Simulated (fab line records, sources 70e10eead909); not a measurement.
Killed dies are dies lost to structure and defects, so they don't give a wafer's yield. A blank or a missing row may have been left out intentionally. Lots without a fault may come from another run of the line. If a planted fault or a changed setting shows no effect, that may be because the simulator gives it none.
fab line records	flow nand_harc
[record] lots = 24	wafers = 72	last_day = 24
route steps=1159 shown A_STAIRCASE@688 A_SGD_CUT@747
lots untouched by any fault: they come from a run of this same line in which no faults occurred
start_h: hours from the record's first day to the start of the lot's first wafer shown	wait_h: time in hours since the lot's previous step	" repeats the value in the row above	L1.1+2: several wafers, shown together as one row	- value missing, or start not given	* or withheld: withheld	< > ~ a bound
route shown NAME@n: NAME is a module with steps in the file, n the number in the route of the first one	usual: mean and standard deviation over wafers with no fault	same: alike in all rows	chamber/n: place in a boat	sites: the reading at each site	_std_site: standard deviation across them	_edge_site: outer sites' mean less inner sites'	radius_mm: for every site, how far away it sits from the centre of the wafer	mask NAME#n: copy n	behind: the tool/chamber that last shaped the wafer	hold: the reason the lot was held/the length of the hold in hours/how it ended	device: transistor that didn't switch, given as n, p or np	end of line: tests run on the same wafers once the route is complete	for a step that has no rows: nothing shown but its recipe	killed: at the first sort, the dies lost to defects and structure; wafer yield is something else	map: shows each die of a wafer: x if killed, . if not, _ if none is there
set.NAME: the setting that was run; set.NAME@STEP: the one run at that earlier step	model.NAME: the simulator's own value behind a step, which no gauge read
route steps across a sampled set of lots; one table per step, one row per wafer
services: from which hour (start_h, from the record's first day; less than 0 if before it) a tool's chamber was out of use, for how many hours, and why
[[steps]]
[step NHARC_A_STAIRCASE_ETCH_313]
[recipe] cf4_flow_sccm = 100	chf3_flow_sccm = 30	ar_flow_sccm = 0	rf_w = 500	bias_w = 200	chemistry = CF4/CHF3
[usual] chf3_flow_sccm = 30.00/0.096	drypump_motor_current_A = 5.6/0.36	mfc_ar_sccm = 0.009/0.014	oes_product_au = 0.936/0.021	rf_vpp_V = 369.6/2.6	showerhead_plenum_p_Torr = 1.54/0.073	throttle_valve_pct = 16.802/0.0096
lot.wafer	tool	chamber	start_h	wait_h	chf3_flow_sccm	drypump_motor_current_A	mfc_ar_sccm	oes_product_au	rf_hours_counter_h	rf_vpp_V	showerhead_plenum_p_Torr	throttle_valve_pct
L074.4	rie_diel-02	3	252.40	0.1	29.93	5.0	0.002	0.915	37	368.4	1.51	16.802
L074.6	"	0	"	"	30.10	5.9	0	0.923	-	368.3	1.54	16.807
L074.5	"	1	"	"	30.02	5.4	0	0.928	-	367.7	1.48	16.810
L076.1	rie_diel-03	3	265.59	0.1	30.15	6.0	0	0.984	18	372.1	1.62	16.794
L076.2	"	0	"	"	29.78	5.5	0	0.953	16	371.4	1.60	16.793
L076.6	"	0	"	"	29.93	5.5	0	0.955	-	372.0	1.60	16.807
L075.2	rie_diel-07	1	265.89	0.1	29.93	5.6	0.032	0.909	13	367.5	1.48	16.786
L075.4	"	3	"	"	29.89	5.7	0.044	0.922	11	372.2	1.61	16.810
L075.6	"	1	"	"	29.95	5.6	0.032	0.915	-	367.8	1.48	16.804
L077.1	rie_diel-02	1	266.84	0.1	29.87	5.4	0	0.931	45	366.7	1.48	16.797
L077.2	"	2	"	"	30.00	5.4	0.014	0.922	38	368.0	1.48	16.798
L077.5	"	1	"	"	29.93	5.4	0	0.937	-	366.1	1.48	16.802
L080.3	rie_diel-02	0	273.62	0.1	30.07	5.9	0	0.962	46	370.6	1.54	16.810
L080.2	"	1	"	"	29.87	5.4	0	0.963	46	368.0	1.48	16.792
L080.6	"	3	"	"	29.91	5.0	0.002	0.969	-	368.8	1.51	16.807
L079.1	rie_diel-07	0	273.90	0.1	30.01	6.3	0	0.971	12	374.1	1.70	16.814
L079.3	"	3	"	"	29.98	5.8	0.044	0.969	13	372.0	1.61	16.802
L079.6	"	1	"	"	29.92	5.6	0.032	0.969	-	366.4	1.48	16.801
L078.3	rie_diel-03	0	283.82	0.1	30.10	5.5	0	0.924	21	372.1	1.60	16.795
L078.2	"	1	"	"	29.87	5.8	0.026	0.928	24	374.0	1.68	16.803
L078.4	"	2	"	"	30.01	5.7	0	0.930	23	372.3	1.60	16.817
L081.2	rie_diel-02	3	299.79	0.1	29.90	5.0	0.002	0.956	54	367.4	1.50	16.808
L081.4	"	0	"	"	29.93	5.9	0	0.954	54	369.8	1.54	16.804
L081.3	"	1	"	"	29.85	5.4	0	0.960	55	367.1	1.48	16.799
L083.1	rie_diel-03	1	312.31	0.3	29.98	5.8	0.026	0.923	36	372.8	1.68	16.804
L083.2	"	3	"	"	29.87	6.1	0	0.925	35	372.3	1.61	16.795
L083.5	"	1	"	"	29.99	5.8	0.026	0.919	-	374.9	1.68	16.796
L082.1	rie_diel-03	2	312.75	0.3	30.00	5.7	0	0.930	35	370.9	1.60	16.808
L082.6	"	0	"	"	29.94	5.5	0	0.911	-	371.0	1.60	16.802
L082.5	"	1	"	"	29.93	5.8	0.026	0.922	-	375.4	1.68	16.800
L084.3	rie_diel-02	3	319.16	0.1	29.96	5.0	0.002	0.915	61	367.3	1.50	16.811
L084.5	"	0	"	"	30.12	5.9	0	0.923	-	368.5	1.53	16.804
L084.6	"	1	"	"	29.96	5.4	0	0.930	-	368.0	1.48	16.794
L085.4	rie_diel-07	2	330.54	0.1	30.14	6.0	0	0.954	31	368.7	1.49	16.787
L085.1	"	3	"	"	30.17	5.7	0.044	1.005	27	371.8	1.61	16.800
L085.6	"	1	"	"	30.06	5.6	0.032	0.946	-	367.8	1.48	16.793
L086.2	rie_diel-07	2	336.12	0.1	30.01	6.0	0	0.924	34	367.5	1.49	16.803
L086.1	"	0	"	"	30.07	6.3	0	0.931	30	374.2	1.69	16.803
L086.4	"	1	"	"	29.81	5.6	0.032	0.930	33	367.9	1.48	16.789
L087.1	rie_diel-07	1	339.29	0.1	30.00	5.6	0.032	0.912	34	367.3	1.48	16.780
L087.4	"	0	"	"	29.94	6.2	0	0.922	31	375.8	1.69	16.802
L087.5	"	2	"	"	29.97	6.1	0	0.933	-	366.2	1.49	16.795
L088.4	rie_diel-07	0	341.40	0.2	29.96	6.3	0	0.923	32	374.3	1.69	16.807
L088.2	"	2	"	"	30.06	6.0	0	0.928	36	368.4	1.49	16.800
L088.5	"	0	"	"	30.14	6.2	0	0.928	-	375.0	1.69	16.811
L090.1	rie_diel-02	0	352.29	0.1	29.98	5.9	0	0.985	6	370.1	1.53	16.788
L090.3	"	3	"	"	30.06	5.0	0.002	0.975	5	367.3	1.50	16.797
L090.5	"	0	"	"	30.11	5.9	0	0.970	-	369.1	1.53	16.789
L089.4	rie_diel-02	3	354.14	0.1	30.04	5.0	0.002	0.926	5	369.0	1.50	16.804
L089.1	"	2	"	"	29.99	5.4	0.014	0.911	5	366.1	1.48	16.788
L089.5	"	3	"	"	30.05	5.0	0.002	0.923	-	369.2	1.50	16.798
L092.2	rie_diel-02	2	363.89	0.1	29.93	5.4	0.014	0.928	9	367.0	1.47	16.802
L092.3	"	0	"	"	29.94	5.9	0	0.926	11	370.1	1.53	16.790
L092.6	"	3	"	"	29.94	5.0	0.002	0.923	-	367.6	1.50	16.795
L091.4	rie_diel-02	3	367.88	0.1	29.94	5.0	0.002	0.919	10	367.4	1.50	16.804
L091.5	"	2	"	"	30.17	5.3	0.014	0.910	-	367.0	1.47	16.815
L091.6	"	3	"	"	30.18	5.0	0.002	0.923	-	367.0	1.50	16.811
L094.4	rie_diel-03	1	382.19	0.1	29.83	5.8	0.026	0.913	64	374.6	1.67	16.801
L094.3	"	3	"	"	30.13	6.1	0	0.927	65	373.4	1.61	16.801
L094.2	"	0	"	"	30.05	5.5	0	0.912	62	370.3	1.59	16.807
L095.3	rie_diel-02	2	382.35	0.1	29.92	5.3	0.014	0.912	16	367.2	1.47	16.801
L095.2	"	3	"	"	30.26	5.0	0.002	0.914	17	367.0	1.50	16.813
L095.1	"	1	"	"	30.04	5.4	0	0.913	18	366.2	1.47	16.797
L093.4	rie_diel-02	0	394.87	0.1	30.05	5.9	0	0.966	24	368.2	1.53	16.797
L093.3	"	1	"	"	29.91	5.4	0	0.964	23	366.1	1.47	16.815
L093.1	"	2	"	"	29.95	5.4	0.014	0.945	21	366.6	1.47	16.804
L096.2	rie_diel-07	3	397.76	0.1	29.97	5.7	0.044	0.931	52	370.9	1.60	16.803
L096.5	"	3	"	"	29.99	5.7	0.044	0.929	-	371.4	1.60	16.798
L096.6	"	0	"	"	30.00	6.3	0	0.929	-	376.8	1.69	16.812
L097.3	rie_diel-02	1	401.35	0.1	29.92	5.4	0	0.956	27	367.2	1.47	16.807
L097.1	"	3	"	"	29.97	5.0	0.002	0.943	25	368.2	1.49	16.794
L097.5	"	0	"	"	30.03	5.9	0	0.949	-	370.2	1.53	16.790
[step NHARC_A_STAIRCASE_DESCUM_443]
[recipe] time_s = 3	o2_flow_sccm = 200	ar_flow_sccm = 0	bias_power_w = 0	chemistry = O2
[usual] drypump_motor_current_A = 5.7/0.35	mfc_ar_sccm = 0.009/0.015	oes_product_au = 0.999/0.008	rf_vpp_V = 57.6/0.87	showerhead_plenum_p_Torr = 1.89/0.093	throttle_valve_pct = 11.312/0.0088
lot.wafer	tool	chamber	start_h	wait_h	drypump_motor_current_A	mfc_ar_sccm	oes_product_au	rf_hours_counter_h	rf_vpp_V	showerhead_plenum_p_Torr	throttle_valve_pct
L074.4	rie_diel-02	0	294.27	-	5.9	0	1.006	52	57.3	1.87	11.300
L074.6	"	3	"	"	5.0	0.002	0.999	-	57.8	1.82	11.294
L074.5	"	0	"	"	5.9	0	1.009	-	57.8	1.87	11.313
L077.1	rie_diel-07	3	310.27	-	5.7	0.044	0.984	21	59.2	1.96	11.320
L077.2	"	0	"	"	6.3	0	0.999	20	56.5	2.07	11.311
L077.5	"	2	"	"	6.1	0	0.996	-	56.3	1.81	11.314
L076.1	rie_diel-03	0	310.42	-	5.5	0	1.002	32	57.7	1.95	11.298
L076.2	"	2	"	"	5.7	0	0.998	33	59.0	1.95	11.318
L076.6	"	3	"	"	6.1	0	1.000	-	58.1	1.96	11.307
L075.4	rie_diel-02	0	310.58	-	5.9	0	0.999	57	58.6	1.86	11.316
L075.2	"	1	"	"	5.4	0	1.015	58	54.8	1.79	11.309
L075.6	"	3	"	"	5.0	0.002	0.994	-	58.3	1.82	11.313
L080.2	rie_diel-07	2	315.16	-	6.0	0	1.006	25	58.1	1.81	11.308
L080.3	"	1	"	"	5.5	0.032	0.987	25	55.4	1.79	11.312
L080.6	"	2	"	"	6.0	0	0.993	-	58.5	1.81	11.315
L079.3	rie_diel-03	1	315.44	-	5.8	0.026	1.001	38	57.6	2.04	11.302
L079.1	"	2	"	"	5.7	0	1.004	36	57.4	1.95	11.316
L079.6	"	3	"	"	6.0	0	0.993	-	57.6	1.96	11.306
L078.3	rie_diel-03	0	326.97	-	5.5	0	0.995	40	58.7	1.94	11.328
L078.2	"	1	"	"	5.8	0.026	0.987	41	57.5	2.04	11.301
L078.4	"	3	"	"	6.1	0	0.997	42	58.7	1.96	11.319
L081.3	rie_diel-02	3	342.73	-	5.0	0.002	1.001	2	58.6	1.82	11.302
L081.2	"	0	"	"	5.9	0	1.007	2	59.0	1.86	11.316
L081.4	"	1	"	"	5.4	0	1.006	2	56.5	1.79	11.298
L083.2	rie_diel-02	2	359.97	-	5.4	0.014	0.987	7	56.9	1.79	11.295
L083.1	"	1	"	"	5.4	0	0.999	9	57.8	1.79	11.309
L083.5	"	3	"	"	5.0	0.002	0.996	-	57.3	1.82	11.315
L082.1	rie_diel-03	3	360.03	-	6.0	0	0.989	54	58.6	1.96	11.305
L082.6	"	1	"	"	5.8	0.026	0.994	-	56.6	2.04	11.299
L082.5	"	2	"	"	5.7	0	0.997	-	58.4	1.94	11.326
L084.3	rie_diel-07	2	363.91	-	6.0	0	1.005	42	56.8	1.81	11.302
L084.6	"	2	"	"	6.0	0	1.002	-	57.4	1.81	11.319
L084.5	"	3	"	"	5.7	0.044	0.992	-	58.7	1.95	11.320
L087.4	rie_diel-02	2	373.56	-	5.4	0.014	0.992	12	57.0	1.79	11.306
L087.1	"	1	"	"	5.4	0	1.002	14	57.1	1.79	11.310
L087.5	"	2	"	"	5.4	0.014	0.994	-	57.2	1.79	11.315
L085.1	rie_diel-07	0	373.74	-	6.3	0	0.993	42	58.4	2.06	11.322
L085.4	"	1	"	"	5.6	0.032	0.989	-	57.6	1.79	11.308
L085.6	"	3	"	"	5.7	0.044	0.984	-	57.8	1.95	11.313
L086.2	rie_diel-03	2	373.76	-	5.7	0	1.009	55	59.0	1.94	11.317
L086.1	"	0	"	"	5.5	0	0.989	57	57.8	1.94	11.305
L086.4	"	1	"	"	5.8	0.026	0.996	60	57.7	2.04	11.306
L088.2	rie_diel-07	0	373.81	-	6.3	0	1.003	42	58.6	2.06	11.303
L088.4	"	1	"	"	5.6	0.032	1.004	-	55.8	1.79	11.317
L088.5	"	0	"	"	6.3	0	1.001	-	58.1	2.06	11.302
L090.3	rie_diel-02	1	395.87	-	5.4	0	1.003	24	56.3	1.78	11.302
L090.1	"	3	"	"	5.0	0.002	0.996	23	56.3	1.81	11.308
L090.5	"	2	"	"	5.4	0.014	1.006	-	56.8	1.78	11.312
L089.1	rie_diel-07	1	395.91	-	5.6	0.032	0.988	57	57.7	1.78	11.326
L089.4	"	2	"	"	6.0	0	1.002	53	56.3	1.80	11.315
L089.5	"	1	"	"	5.6	0.032	0.980	-	57.8	1.78	11.297
L092.3	rie_diel-02	1	409.10	-	5.4	0	1.004	28	56.1	1.78	11.313
L092.2	"	3	"	"	5.0	0.002	1.007	27	57.5	1.81	11.311
L092.6	"	1	"	"	5.4	0	0.998	-	58.8	1.78	11.324
L091.4	rie_diel-03	2	409.12	-	5.8	0	1.010	1	56.5	1.94	11.319
L091.5	"	2	"	"	5.7	0	1.008	-	58.4	1.94	11.310
L091.6	"	3	"	"	6.1	0	1.004	-	58.0	1.95	11.315
L094.4	rie_diel-02	0	428.92	-	6.0	0	1.001	32	55.7	1.85	11.299
L094.3	"	2	"	"	5.4	0.014	0.996	31	56.4	1.78	11.311
L094.2	"	3	"	"	5.0	0.002	1.003	32	56.8	1.81	11.306
L095.3	rie_diel-03	2	429.08	-	5.7	0	1.015	4	57.4	1.94	11.316
L095.1	"	3	"	"	6.1	0	1.010	8	57.0	1.95	11.320
L095.2	"	0	"	"	5.5	0	1.008	6	58.1	1.93	11.310
L093.3	rie_diel-02	1	442.28	-	5.4	0	1.008	36	57.7	1.78	11.311
L093.4	"	3	"	"	5.0	0.002	0.999	38	56.6	1.81	11.313
L093.1	"	0	"	"	5.9	0	0.998	37	56.9	1.85	11.312
L096.2	rie_diel-03	0	442.33	-	5.5	0	1.003	12	57.5	1.93	11.296
L096.6	"	0	"	"	5.5	0	1.007	-	59.3	1.93	11.296
L096.5	"	1	"	"	5.8	0.026	0.995	-	58.1	2.03	11.324
L097.1	rie_diel-07	0	442.63	-	6.2	0	0.985	11	57.4	2.05	11.309
L097.3	"	2	"	"	6.0	0	0.997	11	58.0	1.80	11.326
L097.5	"	3	"	"	5.7	0.044	0.990	-	57.8	1.94	11.319
[step NHARC_A_STAIRCASE_STRIP_446]
[recipe] power_w = 1500	temp_c = 250	chemistry = O2
[usual] drypump_motor_current_A = 6.0/0.32	heater_power_w = 304/19
lot.wafer	tool	chamber	start_h	wait_h	drypump_motor_current_A	heater_power_w	rf_hours_counter_h
L074.4	plasma_asher-02	1	296.76	0.1	6.4	302	-
L074.5	"	1	"	"	6.4	292	-
L074.6	"	0	"	"	5.9	300	-
L076.2	plasma_asher-02	1	312.77	0.1	6.4	306	41
L076.1	"	0	"	"	5.9	301	41
L076.6	"	1	"	"	6.4	299	-
L075.2	plasma_asher-02	1	313.10	0.2	6.4	303	41
L075.4	"	0	"	"	5.9	296	-
L075.6	"	0	"	"	5.9	297	-
L077.2	plasma_asher-01	0	313.34	0.1	6.2	280	8
L077.1	"	1	"	"	5.6	328	8
L077.5	"	1	"	"	5.6	326	-
L080.2	plasma_asher-02	0	317.50	0.0	5.9	294	44
L080.3	"	1	"	"	6.4	292	-
L080.6	"	1	"	"	6.4	304	-
L079.1	plasma_asher-01	1	317.89	0.1	5.6	331	11
L079.3	"	0	"	"	6.2	279	-
L079.6	"	1	"	"	5.6	326	-
L078.2	plasma_asher-02	0	329.65	0.1	5.9	303	46
L078.3	"	1	"	"	6.4	300	-
L078.4	"	0	"	"	5.9	290	-
L081.2	plasma_asher-01	1	345.12	0.1	5.6	326	18
L081.4	"	0	"	"	6.2	278	-
L081.3	"	1	"	"	5.6	337	-
L083.1	plasma_asher-01	1	363.04	0.8	5.6	327	25
L083.2	"	0	"	"	6.2	285	25
L083.5	"	1	"	"	5.6	334	-
L082.1	plasma_asher-01	1	363.32	0.8	5.6	338	25
L082.6	"	1	"	"	5.6	334	-
L082.5	"	0	"	"	6.2	281	-
L084.3	plasma_asher-01	1	367.83	1.5	5.6	325	-
L084.6	"	1	"	"	5.6	330	-
L084.5	"	0	"	"	6.2	281	-
L087.1	plasma_asher-02	1	376.08	0.1	6.4	298	1
L087.4	"	1	"	"	6.4	304	-
L087.5	"	1	"	"	6.4	309	-
L086.1	plasma_asher-01	1	376.30	0.2	5.6	352	32
L086.2	"	0	"	"	6.2	279	32
L086.4	"	1	"	"	5.6	330	-
L085.1	plasma_asher-01	1	376.63	0.0	5.6	330	32
L085.4	"	0	"	"	6.3	280	-
L085.6	"	0	"	"	6.3	285	-
L088.2	plasma_asher-02	1	378.54	0.0	6.4	302	3
L088.4	"	0	"	"	5.9	307	-
L088.5	"	0	"	"	5.9	309	-
L089.1	plasma_asher-02	1	398.41	0.2	6.4	300	10
L089.4	"	1	"	"	6.4	303	-
L089.5	"	1	"	"	6.4	299	-
L090.1	plasma_asher-02	1	398.69	0.4	6.4	291	10
L090.3	"	0	"	"	5.9	298	-
L090.5	"	1	"	"	6.4	303	-
L092.2	plasma_asher-01	1	411.43	0.0	5.6	331	45
L092.3	"	1	"	"	5.6	334	-
L092.6	"	1	"	"	5.6	343	-
L091.4	plasma_asher-01	1	411.85	0.4	5.6	336	-
L091.6	"	0	"	"	6.3	289	-
L091.5	"	1	"	"	5.6	334	-
L094.2	plasma_asher-01	1	431.31	0.1	5.5	333	51
L094.4	"	0	"	"	6.3	278	-
L094.3	"	1	"	"	5.6	327	-
L095.2	plasma_asher-01	1	431.54	0.1	5.6	321	51
L095.1	"	0	"	"	6.3	283	51
L095.3	"	0	"	"	6.2	285	-
L093.1	plasma_asher-02	1	444.65	0.1	6.4	302	26
L093.4	"	1	"	"	6.4	306	-
L093.3	"	0	"	"	5.9	308	-
L096.2	plasma_asher-01	0	444.89	0.1	6.2	284	56
L096.6	"	0	"	"	6.2	285	-
L096.5	"	1	"	"	5.6	328	-
L097.1	plasma_asher-01	0	445.48	0.0	6.3	284	56
L097.3	"	0	"	"	6.2	280	-
L097.5	"	0	"	"	6.2	292	-
[step NHARC_A_STAIRCASE_CMP_152]
[usual] motor_current_A = 12.1/1.5	retaining_ring_pressure_frac = 1.000/0.0056
lot.wafer	tool	chamber	start_h	wait_h	motor_current_A	retaining_ring_pressure_frac
L074.4	cmp-03	3	297.58	0.1	11.5	0.996
L074.6	"	0	"	"	15.6	0.990
L074.5	"	1	"	"	11.2	1.006
L076.1	cmp-01	3	313.64	0.1	10.6	1.006
L076.2	"	2	"	"	11.2	1.001
L076.6	"	0	"	"	13.6	1.000
L075.2	cmp-01	3	313.94	0.1	11.0	1.004
L075.4	"	0	"	"	13.3	1.001
L075.6	"	3	"	"	10.4	0.999
L077.1	cmp-02	2	314.21	0.1	11.1	1.009
L077.2	"	0	"	"	9.7	1.003
L077.5	"	2	"	"	11.5	1.007
L080.3	cmp-03	1	318.38	0.1	10.6	1.000
L080.2	"	2	"	"	12.4	1.001
L080.6	"	1	"	"	11.4	1.004
L079.1	cmp-01	2	318.88	0.1	11.4	1.001
L079.3	"	3	"	"	10.5	1.007
L079.6	"	1	"	"	12.5	0.987
L078.4	cmp-03	1	330.50	0.1	10.6	1.012
L078.2	"	2	"	"	12.4	0.995
L078.3	"	3	"	"	11.7	1.004
L081.3	cmp-03	2	345.95	0.1	12.5	1.007
L081.2	"	3	"	"	12.2	0.984
L081.4	"	0	"	"	15.3	1.000
L083.2	cmp-02	2	363.91	0.1	10.9	0.996
L083.1	"	0	"	"	10.0	1.007
L083.5	"	2	"	"	11.4	0.994
L082.1	cmp-03	2	364.21	0.1	12.8	1.001
L082.5	"	1	"	"	11.3	0.998
L082.6	"	2	"	"	12.3	0.993
L084.3	cmp-01	2	368.62	0.1	11.5	0.998
L084.5	"	1	"	"	11.8	0.995
L084.6	"	2	"	"	11.0	0.999
L087.4	cmp-03	0	376.94	0.1	15.0	0.985
L087.1	"	1	"	"	11.4	1.004
L087.5	"	3	"	"	11.1	1.002
L086.2	cmp-03	2	377.19	0.1	12.7	1.004
L086.1	"	3	"	"	12.0	1.008
L086.4	"	0	"	"	14.3	0.999
L085.4	cmp-03	2	377.50	0.1	12.7	1.005
L085.1	"	3	"	"	12.4	1.005
L085.6	"	2	"	"	12.1	1.004
L088.4	cmp-03	3	379.43	0.1	11.7	1.004
L088.2	"	2	"	"	13.5	1.013
L088.5	"	3	"	"	11.8	0.999
L089.1	cmp-03	1	399.30	0.1	11.2	1.006
L089.4	"	2	"	"	12.3	0.995
L089.5	"	2	"	"	12.1	1.001
L090.3	cmp-01	3	399.60	0.1	10.6	0.999
L090.1	"	0	"	"	13.2	0.995
L090.5	"	1	"	"	11.4	1.006
L092.3	cmp-02	1	412.30	0.1	14.5	0.997
L092.2	"	2	"	"	11.2	1.006
L092.6	"	2	"	"	10.8	1.007
L091.4	cmp-03	3	412.61	0.1	11.7	1.007
L091.5	"	1	"	"	10.7	1.001
L091.6	"	2	"	"	12.6	0.998
L094.2	cmp-03	3	432.15	0.1	12.1	1.001
L094.4	"	0	"	"	14.7	1.000
L094.3	"	1	"	"	11.0	0.997
L095.1	cmp-01	2	432.42	0.1	11.2	0.992
L095.3	"	3	"	"	10.7	1.006
L095.2	"	1	"	"	12.1	1.005
L093.1	cmp-02	3	445.52	0.1	10.5	1.000
L093.3	"	1	"	"	14.0	0.989
L093.4	"	2	"	"	11.5	1.002
L096.2	cmp-03	0	445.80	0.1	15.3	0.993
L096.6	"	1	"	"	10.5	1.001
L096.5	"	2	"	"	12.5	0.998
L097.3	cmp-01	3	446.37	0.1	10.9	1.000
L097.1	"	1	"	"	12.3	1.003
L097.5	"	3	"	"	10.4	1.004
[step NHARC_A_STAIRCASE_CMP_472]
[recipe] material = SiO2
[usual] motor_current_A = 11.8/1.5	retaining_ring_pressure_frac = 1.000/0.0055
lot.wafer	tool	chamber	start_h	wait_h	motor_current_A	retaining_ring_pressure_frac
L074.4	cmp-03	1	298.91	0.2	10.9	0.999
L074.5	"	1	"	"	10.9	1.000
L074.6	"	2	"	"	12.4	0.998
L076.1	cmp-02	1	315.04	0.2	14.1	1.005
L076.2	"	0	"	"	9.8	0.999
L076.6	"	1	"	"	13.8	1.010
L075.4	cmp-03	2	315.39	0.1	12.4	1.003
L075.2	"	3	"	"	12.0	0.994
L075.6	"	3	"	"	11.9	1.002
L077.2	cmp-02	2	315.80	0.3	11.1	1.004
L077.1	"	3	"	"	10.5	0.999
L077.5	"	1	"	"	13.8	1.004
L080.3	cmp-01	1	320.03	0.2	12.4	0.995
L080.2	"	2	"	"	11.7	1.004
L080.6	"	0	"	"	13.0	0.999
L079.1	cmp-02	0	320.35	0.2	9.3	0.996
L079.3	"	2	"	"	11.1	0.996
L079.6	"	1	"	"	13.6	1.009
L078.4	cmp-03	2	331.96	0.2	11.9	1.004
L078.2	"	3	"	"	11.2	0.990
L078.3	"	0	"	"	15.0	1.006
L081.4	cmp-02	1	347.39	0.2	13.9	1.003
L081.3	"	2	"	"	11.6	0.993
L081.2	"	0	"	"	9.8	0.999
L083.1	cmp-02	2	365.57	0.3	11.1	1.001
L083.2	"	0	"	"	9.7	1.003
L083.5	"	1	"	"	14.3	1.011
L082.1	cmp-01	2	365.82	0.3	11.3	0.999
L082.5	"	3	"	"	11.0	0.985
L082.6	"	0	"	"	13.7	1.009
L084.3	cmp-02	2	370.03	0.3	11.6	1.004
L084.5	"	0	"	"	9.5	0.991
L084.6	"	1	"	"	13.7	0.993
L087.1	cmp-02	1	378.39	0.2	13.9	1.005
L087.4	"	3	"	"	10.6	1.003
L087.5	"	1	"	"	13.7	1.000
L086.1	cmp-03	0	378.58	0.2	13.9	0.995
L086.2	"	1	"	"	10.6	0.999
L086.4	"	2	"	"	12.7	1.007
L085.1	cmp-02	0	379.01	0.3	9.6	0.997
L085.4	"	2	"	"	11.1	1.006
L085.6	"	3	"	"	10.8	1.004
L088.4	cmp-01	2	381.17	0.1	11.5	0.999
L088.2	"	3	"	"	11.0	1.000
L088.5	"	2	"	"	11.9	1.001
L089.4	cmp-02	2	400.67	0.1	11.1	0.993
L089.1	"	1	"	"	13.9	0.997
L089.5	"	3	"	"	10.7	0.994
L090.1	cmp-01	1	400.97	0.2	12.3	1.003
L090.3	"	2	"	"	11.0	0.994
L090.5	"	2	"	"	12.1	0.993
L092.3	cmp-02	3	413.74	0.2	10.4	1.003
L092.2	"	0	"	"	9.9	0.997
L092.6	"	2	"	"	11.8	1.001
L091.4	cmp-01	0	414.03	0.2	13.6	1.001
L091.5	"	3	"	"	10.8	1.000
L091.6	"	0	"	"	13.0	1.004
L094.4	cmp-02	2	433.70	0.1	11.7	0.999
L094.2	"	0	"	"	9.4	0.983
L094.3	"	1	"	"	13.6	1.004
L095.1	cmp-01	2	434.02	0.3	11.2	0.997
L095.3	"	3	"	"	11.2	0.999
L095.2	"	0	"	"	12.7	0.999
L093.3	cmp-03	1	446.97	0.2	11.1	1.005
L093.1	"	3	"	"	11.7	0.996
L093.4	"	0	"	"	15.1	1.010
L096.2	cmp-01	0	447.28	0.3	13.6	1.003
L096.6	"	1	"	"	11.9	1.002
L096.5	"	2	"	"	11.5	0.994
L097.3	cmp-02	2	447.81	0.2	11.0	1.004
L097.1	"	3	"	"	10.4	1.007
L097.5	"	2	"	"	11.2	1.004
[step NHARC_A_SGD_CUT_DEP_00]
[recipe] target_thk_a = 500	temp_c = 400	target_thk_nm = 50	flow_sccm = 200	rf_w = 450	material = SiNx
[usual] heater_power_w = 670/98
lot.wafer	tool	chamber	start_h	wait_h	heater_power_w
L074.5	pecvd-01	2	299.69	0.4	634
L074.6	"	0	"	"	787
L074.4	"	1	"	"	578
L076.2	pecvd-04	0	315.48	0.1	811
L076.1	"	1	"	"	677
L076.6	"	2	"	"	690
L075.2	pecvd-01	0	315.80	0.1	851
L075.4	"	0	"	"	836
L075.6	"	1	"	"	615
L077.1	pecvd-04	1	316.21	0.1	714
L077.2	"	0	"	"	731
L077.5	"	0	"	"	757
L080.2	pecvd-01	1	320.42	0.1	511
L080.3	"	2	"	"	692
L080.6	"	0	"	"	750
L079.3	pecvd-04	1	320.77	0.1	600
L079.1	"	0	"	"	788
L079.6	"	2	"	"	765
L078.2	pecvd-04	2	332.37	0.1	704
L078.3	"	0	"	"	852
L078.4	"	2	"	"	710
L081.3	pecvd-01	0	347.84	0.1	744
L081.2	"	1	"	"	561
L081.4	"	2	"	"	648
L083.2	pecvd-01	1	365.95	0.1	537
L083.1	"	0	"	"	788
L083.5	"	2	"	"	635
L082.1	pecvd-01	0	366.21	0.1	753
L082.6	"	2	"	"	704
L082.5	"	0	"	"	784
L084.3	pecvd-02	1	370.38	0.1	516
L084.6	"	1	"	"	539
L084.5	"	0	"	"	593
L087.1	pecvd-02	2	378.88	0.2	741
L087.5	"	0	"	"	662
L087.4	"	1	"	"	604
L086.1	pecvd-02	1	379.06	0.1	614
L086.2	"	0	"	"	577
L086.4	"	2	"	"	797
L085.1	pecvd-02	0	379.47	0.1	650
L085.4	"	1	"	"	610
L085.6	"	2	"	"	654
L088.2	pecvd-02	1	381.57	0.1	555
L088.5	"	2	"	"	783
L088.4	"	0	"	"	620
L089.1	pecvd-01	0	401.08	0.1	873
L089.5	"	0	"	"	879
L089.4	"	1	"	"	529
L090.3	pecvd-04	1	401.40	0.1	705
L090.1	"	2	"	"	832
L090.5	"	2	"	"	819
L092.3	pecvd-02	2	414.12	0.1	771
L092.2	"	0	"	"	577
L092.6	"	0	"	"	584
L091.5	pecvd-01	0	414.50	0.1	877
L091.6	"	1	"	"	580
L091.4	"	2	"	"	609
L094.2	pecvd-01	0	434.11	0.1	789
L094.3	"	2	"	"	566
L094.4	"	2	"	"	562
L095.1	pecvd-02	1	434.43	0.1	540
L095.2	"	2	"	"	643
L095.3	"	2	"	"	661
L093.3	pecvd-02	0	447.39	0.1	646
L093.1	"	2	"	"	737
L093.4	"	2	"	"	743
L096.2	pecvd-02	0	447.62	0.1	626
L096.5	"	0	"	"	621
L096.6	"	2	"	"	629
L097.3	pecvd-02	2	448.22	0.1	730
L097.1	"	0	"	"	613
L097.5	"	0	"	"	612
[[services]]
tool	chamber	start_h	hours	kind
rie_diel-07	1	229.61	3.0	repair
rie_diel-07	0	241.42	3.2	repair
cmp-02	-	253.11	3.6	repair
cmp-03	-	254.01	4.0	pm
rie_diel-02	2	254.31	11.7	repair
cmp-02	-	258.56	3.6	repair
plasma_asher-01	-	276.58	9.0	pm
cmp-01	-	277.66	4.0	pm
cmp-03	-	281.07	5.6	repair
cmp-02	-	288.62	1.9	repair
cmp-02	-	291.03	0.5	repair
cmp-02	-	296.89	3.8	repair
rie_diel-07	3	320.10	10.3	repair
cmp-03	-	320.91	2.3	repair
cmp-02	-	324.61	4.0	pm
rie_diel-02	-	328.11	9.0	pm
cmp-01	-	337.60	1.4	repair
cmp-02	-	348.03	0.5	repair
rie_diel-07	-	349.49	0.6	repair
cmp-03	-	350.46	1.1	repair
cmp-03	-	352.01	4.0	pm
rie_diel-07	2	373.39	6.5	repair
cmp-02	-	375.16	2.0	repair
cmp-02	-	422.61	4.0	pm
[[key]]
fault none
